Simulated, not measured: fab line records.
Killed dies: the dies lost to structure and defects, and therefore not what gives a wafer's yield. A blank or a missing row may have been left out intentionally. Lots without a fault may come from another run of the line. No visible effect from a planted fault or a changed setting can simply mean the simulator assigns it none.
fab line records | flow n5-finfet
record lots=9 | wafers=27 | last-day=17
route steps=1938 shown BEOL_M5@1126
lots that met no fault: taken from a fault-free run of the same line
start-h: the number of hours between the record's first day and the start of the first shown wafer of the lot | wait-h: time in hours since the lot's previous step | " identical to the entry in the row above | L1.1+2: one row covering several wafers at once | - no value, or no start was given | * or withheld: withheld | < > ~ a bound
route shown NAME@n: NAME is a module with steps in the file, n the number in the route of the first one | usual: mean/standard deviation taken from wafers without a fault | same: alike in all rows | chamber/n: place in a boat | sites: per-site readings | _std_site: standard deviation across them | _edge_site: inner sites' mean taken away from outer sites' mean | radius-mm: how far each site lies from the wafer's centre | mask NAME#n: copy n | behind: the last tool/chamber to shape the wafer | hold: why the lot went on hold/how many hours it stayed there/how the hold came to an end | device: whichever transistor did not switch (one of n, p or np) | end of line: tests run on the same wafers once the route is complete | a step without rows: its recipe alone | killed: dies that structure and defects cost at the first sort, which is not the same as the wafer's yield | map: dies across one wafer; x = killed, . = not, _ = none there
set.NAME: the setting as run; set.NAME@STEP: as run at that earlier step | model.NAME: the simulator's own value behind a step, which no gauge read
route steps across a sampled set of lots; one table per step, one row per wafer
services: from which hour (start-h, from the record's first day; less than 0 if before it) a tool's chamber was out of use, for how many hours, and why
## steps
# step N5_BEOL_M5_CD_MEAS_11
# recipe target-cd-nm=27.74 | landing-energy-ev=500 | detector=se-inlens
# usual cd-nm=28.1/0.32
lot.wafer | tool      | chamber | start-h | wait-h | cd-nm
L968.1    | cd-sem-01 | 0       | 192.27  | -      | 28.2
L968.3    | "         | 0       | "       | "      | 28.5
L968.5    | "         | 0       | "       | "      | 28.4
L969.1    | cd-sem-02 | 0       | 192.31  | -      | 28.1
L969.4    | "         | 0       | "       | "      | 27.9
L969.6    | "         | 0       | "       | "      | 27.8
L972.1    | cd-sem-02 | 0       | 218.64  | -      | 27.7
L972.4    | "         | 0       | "       | "      | 27.6
L972.6    | "         | 0       | "       | "      | 27.2
L977.1    | cd-sem-03 | 0       | 246.75  | -      | 28.3
L977.4    | "         | 0       | "       | "      | 28.3
L977.6    | "         | 0       | "       | "      | 28.8
L978.1    | cd-sem-02 | 0       | 254.25  | -      | 28.0
L978.2    | "         | 0       | "       | "      | 27.6
L978.3    | "         | 0       | "       | "      | 28.2
L981.1    | cd-sem-02 | 0       | 281.49  | -      | 27.7
L981.4    | "         | 0       | "       | "      | 28.3
L981.5    | "         | 0       | "       | "      | 27.9
L985.1    | cd-sem-01 | 0       | 288.83  | -      | 27.7
L985.2    | "         | 0       | "       | "      | 27.9
L985.3    | "         | 0       | "       | "      | 27.8
L986.1    | cd-sem-03 | 0       | 289.86  | -      | 28.3
L986.3    | "         | 0       | "       | "      | 28.0
L986.4    | "         | 0       | "       | "      | 28.6
L984.1    | cd-sem-03 | 0       | 304.96  | -      | 28.5
L984.2    | "         | 0       | "       | "      | 28.0
L984.4    | "         | 0       | "       | "      | 28.0
# step N5_BEOL_M5_TRENCH_ETCH_37
# recipe chemistry=C4F6/O2 | target-depth-a=716.52 | target=SiCOH_lowk | time-s=24.7 | ion-energy-ev=250 | pressure-mtorr=30 | source-w=345 | bias-w=185 | Ar_flow_sccm=300 | C4F6_flow_sccm=10 | O2_flow_sccm=10
# usual drypump-motor-current-A=5.7/0.45 | oes_f_703_au=0.78/0.09 | oes-product-au=0.79/0.085 | rf-fwd-power-W=339.0/1.8 | rf-vpp-V=675/28 | showerhead-plenum-p-Torr=2.85/0.09 | throttle-valve-pct=20.99/0.2
lot.wafer | tool        | chamber | start-h | wait-h | drypump-motor-current-A | oes_f_703_au | oes-product-au | rf-fwd-power-W | rf-hours-counter-h | rf-vpp-V | showerhead-plenum-p-Torr | throttle-valve-pct
L968.1    | rie-diel-06 | 1       | 193.76  | -      | 5.7                     | 0.70         | 0.74           | 336.8          | 176                | 716      | 2.80                     | 20.94
L968.3    | "           | 2       | "       | "      | 6.1                     | 0.70         | 0.68           | 341.5          | 222                | 652      | 2.79                     | 20.95
L968.5    | "           | 3       | "       | "      | 6.2                     | 0.85         | 0.87           | 338.9          | -                  | 677      | 2.92                     | 20.93
L969.1    | rie-diel-06 | 3       | 194.26  | -      | 6.2                     | 0.85         | 0.87           | 340.0          | 37                 | 678      | 2.92                     | 20.94
L969.4    | "           | 2       | "       | "      | 6.0                     | 0.71         | 0.69           | 340.6          | 222                | 653      | 2.79                     | 20.95
L969.6    | "           | 2       | "       | "      | 6.0                     | 0.71         | 0.69           | 341.1          | -                  | 654      | 2.79                     | 20.97
L972.1    | rie-diel-06 | 0       | 222.26  | -      | 5.2                     | 0.77         | 0.80           | 341.2          | 84                 | 662      | 2.75                     | 20.71
L972.4    | "           | 1       | "       | "      | 5.7                     | 0.68         | 0.74           | 335.6          | 186                | 714      | 2.80                     | 20.97
L972.6    | "           | 0       | "       | "      | 5.2                     | 0.77         | 0.79           | 340.4          | -                  | 662      | 2.75                     | 20.72
L977.1    | rie-diel-06 | 2       | 249.12  | -      | 6.0                     | 0.50         | 0.63           | 258.8          | 242                | 751      | 2.78                     | 20.95
L977.4    | "           | 1       | "       | "      | 5.7                     | 0.49         | 0.68           | 254.6          | 197                | 823      | 2.79                     | 20.95
L977.6    | "           | 3       | "       | "      | 6.2                     | 0.59         | 0.78           | 255.4          | -                  | 780      | 2.91                     | 20.94
L978.1    | rie-diel-06 | 2       | 256.58  | -      | 6.1                     | 0.50         | 0.63           | 258.0          | 245                | 750      | 2.78                     | 20.98
L978.2    | "           | 3       | "       | "      | 6.2                     | 0.59         | 0.77           | 256.2          | 61                 | 782      | 2.91                     | 20.96
L978.3    | "           | 1       | "       | "      | 5.7                     | 0.48         | 0.67           | 253.2          | 200                | 822      | 2.79                     | 20.96
L981.1    | rie-diel-03 | 0       | 285.45  | -      | 5.1                     | 0.65         | 0.70           | 336.5          | 224                | 713      | 2.84                     | 21.13
L981.4    | "           | 1       | "       | "      | 5.4                     | 0.79         | 0.85           | 340.1          | 48                 | 720      | 3.02                     | 21.06
L981.5    | "           | 1       | "       | "      | 5.4                     | 0.79         | 0.85           | 340.2          | -                  | 719      | 3.02                     | 21.04
L986.1    | rie-diel-04 | 0       | 292.72  | -      | 5.9                     | 0.73         | 0.68           | 336.2          | 223                | 643      | 2.80                     | 21.13
L986.3    | "           | 1       | "       | "      | 5.3                     | 0.72         | 0.68           | 340.1          | 241                | 644      | 2.81                     | 20.95
L986.4    | "           | 3       | "       | "      | 5.1                     | 0.83         | 0.81           | 338.9          | 77                 | 645      | 2.76                     | 20.87
L985.1    | rie-diel-03 | 3       | 293.07  | -      | 6.3                     | 0.82         | 0.85           | 339.2          | 78                 | 657      | 2.91                     | 21.30
L985.2    | "           | 2       | "       | "      | 5.3                     | 0.87         | 0.86           | 338.3          | 32                 | 672      | 2.80                     | 20.57
L985.3    | "           | 1       | "       | "      | 5.4                     | 0.80         | 0.84           | 339.8          | 50                 | 719      | 3.02                     | 21.06
L984.1    | rie-diel-03 | 3       | 307.39  | -      | 6.4                     | 0.82         | 0.86           | 335.9          | 83                 | 658      | 2.91                     | 21.30
L984.2    | "           | 0       | "       | "      | 5.1                     | 0.65         | 0.69           | 338.6          | 232                | 713      | 2.83                     | 21.16
L984.4    | "           | 3       | "       | "      | 6.4                     | 0.82         | 0.85           | 338.1          | -                  | 659      | 2.91                     | 21.30
# step N5_BEOL_M5_ETCH_41
# recipe chemistry=CH3F/O2 | target=SiCN | target-depth-a=315 | taper-deg=2 | time-s=56.7 | ion-energy-ev=120 | mask-material=TiN | pressure-mtorr=30 | source-w=395 | bias-w=75 | Ar_flow_sccm=150 | CH3F_flow_sccm=30 | O2_flow_sccm=20
# usual drypump-motor-current-A=5.7/0.45 | oes-product-au=0.79/0.085 | rf-fwd-power-W=390.7/1.7 | rf-vpp-V=297.3/1.4 | showerhead-plenum-p-Torr=2.00/0.065 | throttle-valve-pct=16.38/0.19
lot.wafer | tool        | chamber | start-h | wait-h | drypump-motor-current-A | oes-product-au | rf-fwd-power-W | rf-hours-counter-h | rf-vpp-V | showerhead-plenum-p-Torr | throttle-valve-pct
L968.1    | rie-diel-06 | 1       | -       | -      | 5.7                     | 0.74           | 388.8          | 176                | 298.2    | 1.97                     | 16.45
L968.3    | "           | 2       | "       | "      | 6.0                     | 0.70           | 392.9          | 222                | 297.1    | 1.97                     | 16.47
L968.5    | "           | 3       | "       | "      | 6.2                     | 0.88           | 391.5          | -                  | 297.3    | 2.05                     | 16.21
L969.1    | rie-diel-06 | 3       | -       | -      | 6.2                     | 0.88           | 391.7          | 37                 | 296.9    | 2.05                     | 16.21
L969.4    | "           | 2       | "       | "      | 6.0                     | 0.69           | 390.4          | 223                | 296.8    | 1.97                     | 16.47
L969.6    | "           | 2       | "       | "      | 6.0                     | 0.70           | 391.9          | -                  | 298.1    | 1.96                     | 16.48
L972.1    | rie-diel-06 | 0       | -       | -      | 5.2                     | 0.80           | 390.7          | 84                 | 295.1    | 1.93                     | 16.11
L972.4    | "           | 1       | "       | "      | 5.7                     | 0.74           | 390.2          | 186                | 296.5    | 1.97                     | 16.47
L972.6    | "           | 0       | "       | "      | 5.2                     | 0.79           | 392.4          | -                  | 294.9    | 1.93                     | 16.11
L977.1    | rie-diel-06 | 2       | -       | -      | 6.0                     | 0.67           | 394.2          | 242                | 294.7    | 1.96                     | 16.53
L977.4    | "           | 1       | "       | "      | 5.7                     | 0.73           | 389.6          | 197                | 297.5    | 1.96                     | 16.48
L977.6    | "           | 3       | "       | "      | 6.2                     | 0.84           | 392.5          | -                  | 297.8    | 2.05                     | 16.24
L978.1    | rie-diel-06 | 2       | -       | -      | 6.0                     | 0.67           | 392.3          | 245                | 295.7    | 1.96                     | 16.52
L978.2    | "           | 3       | "       | "      | 6.2                     | 0.83           | 392.3          | 61                 | 297.8    | 2.04                     | 16.27
L978.3    | "           | 1       | "       | "      | 5.7                     | 0.72           | 388.6          | 200                | 297.0    | 1.96                     | 16.49
L981.1    | rie-diel-03 | 0       | -       | -      | 5.1                     | 0.71           | 388.3          | 224                | 296.8    | 1.99                     | 16.55
L981.4    | "           | 1       | "       | "      | 5.4                     | 0.85           | 390.3          | 48                 | 300.9    | 2.12                     | 16.38
L981.5    | "           | 1       | "       | "      | 5.4                     | 0.86           | 390.1          | -                  | 299.9    | 2.12                     | 16.37
L986.1    | rie-diel-04 | 0       | -       | -      | 5.9                     | 0.69           | 388.5          | 223                | 295.9    | 1.97                     | 16.64
L986.3    | "           | 1       | "       | "      | 5.2                     | 0.68           | 392.4          | 241                | 298.0    | 1.97                     | 16.41
L986.4    | "           | 3       | "       | "      | 5.2                     | 0.82           | 389.2          | 77                 | 297.1    | 1.94                     | 16.29
L985.1    | rie-diel-03 | 3       | -       | -      | 6.4                     | 0.86           | 389.8          | 78                 | 298.0    | 2.04                     | 16.54
L985.2    | "           | 2       | "       | "      | 5.3                     | 0.86           | 387.6          | 32                 | 295.5    | 1.96                     | 15.97
L985.3    | "           | 1       | "       | "      | 5.4                     | 0.85           | 390.7          | 50                 | 299.2    | 2.12                     | 16.38
L984.1    | rie-diel-03 | 3       | -       | -      | 6.4                     | 0.86           | 391.8          | 83                 | 299.9    | 2.04                     | 16.56
L984.2    | "           | 0       | "       | "      | 5.1                     | 0.69           | 386.6          | 232                | 296.2    | 1.99                     | 16.58
L984.4    | "           | 3       | "       | "      | 6.4                     | 0.85           | 391.6          | -                  | 297.2    | 2.04                     | 16.56
# step N5_BEOL_M5_OCD_MEAS_38
# usual trench-depth-nm=71.1/2
lot.wafer | tool   | chamber | start-h | wait-h | trench-depth-nm
L968.1    | ocd-02 | -       | 193.92  | -      | 71.3
L968.3    | "      | -       | "       | "      | 68.7
L968.5    | "      | -       | "       | "      | 71.7
L969.1    | ocd-01 | -       | 194.41  | -      | 72.4
L969.4    | "      | -       | "       | "      | 69.6
L969.6    | "      | -       | "       | "      | 69.7
L972.1    | ocd-01 | -       | 222.41  | -      | 68.0
L972.4    | "      | -       | "       | "      | 72.7
L972.6    | "      | -       | "       | "      | 68.2
L977.1    | ocd-01 | -       | 249.27  | -      | 62.0
L977.4    | "      | -       | "       | "      | 65.0
L977.6    | "      | -       | "       | "      | 63.5
L978.1    | ocd-01 | -       | 256.73  | -      | 62.8
L978.2    | "      | -       | "       | "      | 63.2
L978.3    | "      | -       | "       | "      | 64.2
L981.1    | ocd-01 | -       | 285.60  | -      | 71.1
L981.4    | "      | -       | "       | "      | 70.3
L981.5    | "      | -       | "       | "      | 70.5
L986.1    | ocd-02 | -       | 292.87  | -      | 70.0
L986.3    | "      | -       | "       | "      | 69.8
L986.4    | "      | -       | "       | "      | 68.6
L985.1    | ocd-01 | -       | 293.23  | -      | 74.2
L985.2    | "      | -       | "       | "      | 72.0
L985.3    | "      | -       | "       | "      | 70.3
L984.1    | ocd-02 | -       | 307.55  | -      | 74.2
L984.2    | "      | -       | "       | "      | 70.1
L984.4    | "      | -       | "       | "      | 75.2
# step N5_BEOL_M5_DEGAS_44
# recipe ambient=vacuum | temp-c=250 | time-s=60
# usual heater-power-w=336/24
lot.wafer | tool           | chamber | start-h | wait-h | heater-power-w
L968.1    | pvd-sputter-02 | -       | 194.71  | 0.6    | 316
L968.3    | "              | -       | "       | "      | 364
L968.5    | "              | -       | "       | "      | 314
L969.1    | pvd-sputter-02 | -       | 194.99  | 0.3    | 365
L969.4    | "              | -       | "       | "      | 320
L969.6    | "              | -       | "       | "      | 360
L972.1    | pvd-sputter-02 | -       | 223.19  | 0.4    | 360
L972.4    | "              | -       | "       | "      | 319
L972.6    | "              | -       | "       | "      | 305
L977.1    | pvd-sputter-02 | -       | 249.83  | 0.3    | 308
L977.4    | "              | -       | "       | "      | 324
L977.6    | "              | -       | "       | "      | 320
L978.1    | pvd-sputter-03 | -       | 257.73  | 0.7    | 330
L978.2    | "              | -       | "       | "      | 342
L978.3    | "              | -       | "       | "      | 296
L981.1    | pvd-sputter-02 | -       | 286.13  | 0.3    | 313
L981.4    | "              | -       | "       | "      | 346
L981.5    | "              | -       | "       | "      | 361
L986.1    | pvd-sputter-02 | -       | 293.39  | 0.3    | 325
L986.3    | "              | -       | "       | "      | 363
L986.4    | "              | -       | "       | "      | 349
L985.1    | pvd-sputter-02 | -       | 293.97  | 0.5    | 336
L985.2    | "              | -       | "       | "      | 311
L985.3    | "              | -       | "       | "      | 322
L984.1    | pvd-sputter-03 | -       | 308.30  | 0.4    | 297
L984.2    | "              | -       | "       | "      | 330
L984.4    | "              | -       | "       | "      | 353
# step N5_BEOL_M5_THK_MEAS_53
# recipe thk-meas-gauge=xrf | reads=Cu_of_BEOL_M5_ECD_50
# usual M5_THK=61.5/2.3
lot.wafer | tool          | chamber | start-h | wait-h | M5_THK[nm]
L968.1    | film-metro-01 | -       | 200.51  | -      | 62.0
L968.3    | "             | -       | "       | "      | 57.4
L968.5    | "             | -       | "       | "      | 62.5
L969.1    | film-metro-01 | -       | 200.99  | -      | 64.3
L969.4    | "             | -       | "       | "      | 57.9
L969.6    | "             | -       | "       | "      | 61.2
L972.1    | film-metro-01 | -       | 229.20  | -      | 55.6
L972.4    | "             | -       | "       | "      | 62.1
L972.6    | "             | -       | "       | "      | 56.0
L977.1    | film-metro-01 | -       | 255.87  | -      | 53.5
L977.4    | "             | -       | "       | "      | 55.6
L977.6    | "             | -       | "       | "      | 55.3
L978.1    | film-metro-02 | -       | 263.99  | -      | 52.3
L978.2    | "             | -       | "       | "      | 54.7
L978.3    | "             | -       | "       | "      | 56.0
L981.1    | film-metro-02 | -       | 293.33  | -      | 59.0
L981.4    | "             | -       | "       | "      | 62.4
L981.5    | "             | -       | "       | "      | 58.7
L986.1    | film-metro-02 | -       | 299.74  | -      | 59.8
L986.3    | "             | -       | "       | "      | 62.1
L986.4    | "             | -       | "       | "      | 59.4
L985.1    | film-metro-02 | -       | 300.83  | -      | 64.9
L985.2    | "             | -       | "       | "      | 60.6
L985.3    | "             | -       | "       | "      | 60.9
L984.1    | film-metro-02 | -       | 315.70  | -      | 65.4
L984.2    | "             | -       | "       | "      | 59.9
L984.4    | "             | -       | "       | "      | 63.8
# step N5_BEOL_M5_RS_MEAS_57
# recipe thk-meas-gauge=four-point-probe | reads=Co_of_BEOL_M5_CO_CAP_78+Cu_of_BEOL_M5_ECD_50+Co_of_BEOL_M5_CVD_47+TaN_of_BEOL_M5_ALD_86
# usual M5_RS=0.393/0.018
lot.wafer | tool          | chamber | start-h | wait-h | M5_RS[ohm/sq]
L968.1    | film-metro-02 | -       | 200.79  | 0.0    | 0.389
L968.3    | "             | -       | "       | "      | 0.427
L968.5    | "             | -       | "       | "      | 0.385
L969.1    | film-metro-02 | -       | 201.25  | 0.0    | 0.369
L969.4    | "             | -       | "       | "      | 0.416
L969.6    | "             | -       | "       | "      | 0.390
L972.1    | film-metro-01 | -       | 229.47  | 0.0    | 0.443
L972.4    | "             | -       | "       | "      | 0.387
L972.6    | "             | -       | "       | "      | 0.441
L977.1    | film-metro-02 | -       | 256.13  | 0.0    | 0.469
L977.4    | "             | -       | "       | "      | 0.445
L977.6    | "             | -       | "       | "      | 0.446
L978.1    | film-metro-02 | -       | 264.26  | 0.1    | 0.483
L978.2    | "             | -       | "       | "      | 0.456
L978.3    | "             | -       | "       | "      | 0.442
L981.1    | film-metro-02 | -       | 293.59  | 0.0    | 0.413
L981.4    | "             | -       | "       | "      | 0.385
L981.5    | "             | -       | "       | "      | 0.413
L986.1    | film-metro-02 | -       | 300.00  | 0.0    | 0.405
L986.3    | "             | -       | "       | "      | 0.383
L986.4    | "             | -       | "       | "      | 0.405
L985.1    | film-metro-02 | -       | 301.09  | 0.0    | 0.365
L985.2    | "             | -       | "       | "      | 0.401
L985.3    | "             | -       | "       | "      | 0.395
L984.1    | film-metro-01 | -       | 315.96  | 0.0    | 0.363
L984.2    | "             | -       | "       | "      | 0.407
L984.4    | "             | -       | "       | "      | 0.378
## services
tool        | chamber | start-h | hours | kind
rie-diel-04 | -       | 188.17  | 14.6  | pm
rie-diel-03 | -       | 239.00  | 15.6  | pm
rie-diel-04 | 2       | 254.55  | -     | clean
rie-diel-04 | 2       | 254.55  | -     | consumable-replace:focus-ring
rie-diel-04 | 2       | 254.55  | -     | consumable-replace:showerhead
rie-diel-04 | 2       | 254.55  | 11.3  | scheduled-down
rie-diel-04 | 2       | 254.55  | 11.3  | vent-cycle
rie-diel-06 | 0       | 267.66  | 4.5   | repair
rie-diel-06 | 2       | 272.21  | -     | clean
rie-diel-06 | 2       | 272.21  | -     | consumable-replace:focus-ring
rie-diel-06 | 2       | 272.21  | 23.9  | scheduled-down
rie-diel-06 | 2       | 272.21  | 23.9  | vent-cycle
rie-diel-04 | 3       | 278.44  | 4.5   | repair
rie-diel-03 | 2       | 296.51  | 115.9 | repair
rie-diel-04 | 3       | 296.85  | 3.5   | repair
## key
first-sign step=N5_BEOL_M5_TRENCH_ETCH_37 | reading=rf-fwd-power-W | direction=down | sigmas=46 | usual=* | struck=*
effect step=N5_BEOL_M5_TRENCH_ETCH_37 | reading=rf-vpp-V | direction=up | sigmas=3.9 | usual=675 | struck=785
effect step=N5_BEOL_M5_OCD_MEAS_38 | reading=trench-depth-nm | direction=down | sigmas=3.9 | usual=71.1 | struck=63.5
effect step=N5_BEOL_M5_THK_MEAS_53 | reading=M5_THK | direction=down | sigmas=3 | usual=61.5 | struck=54.6
effect step=N5_BEOL_M5_RS_MEAS_57 | reading=M5_RS | direction=up | sigmas=3.6 | usual=0.393 | struck=0.457
met-at N5_BEOL_M5_TRENCH_ETCH_37
struck-lots L977,L978
not-acting-at N5_BEOL_M5_CD_MEAS_11,N5_BEOL_M5_ETCH_41,N5_BEOL_M5_DEGAS_44
onset-between 222.26 249.12
fault kind=process-parameter-drift | tool=rie-diel-06 | chamber=- | onset-h=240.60 | steps=N5_BEOL_M5_TRENCH_ETCH_37 | channel=source-w | offset=-82.8 | shape=step | end-h=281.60 | acts-in=these-recipes-only | stated=345
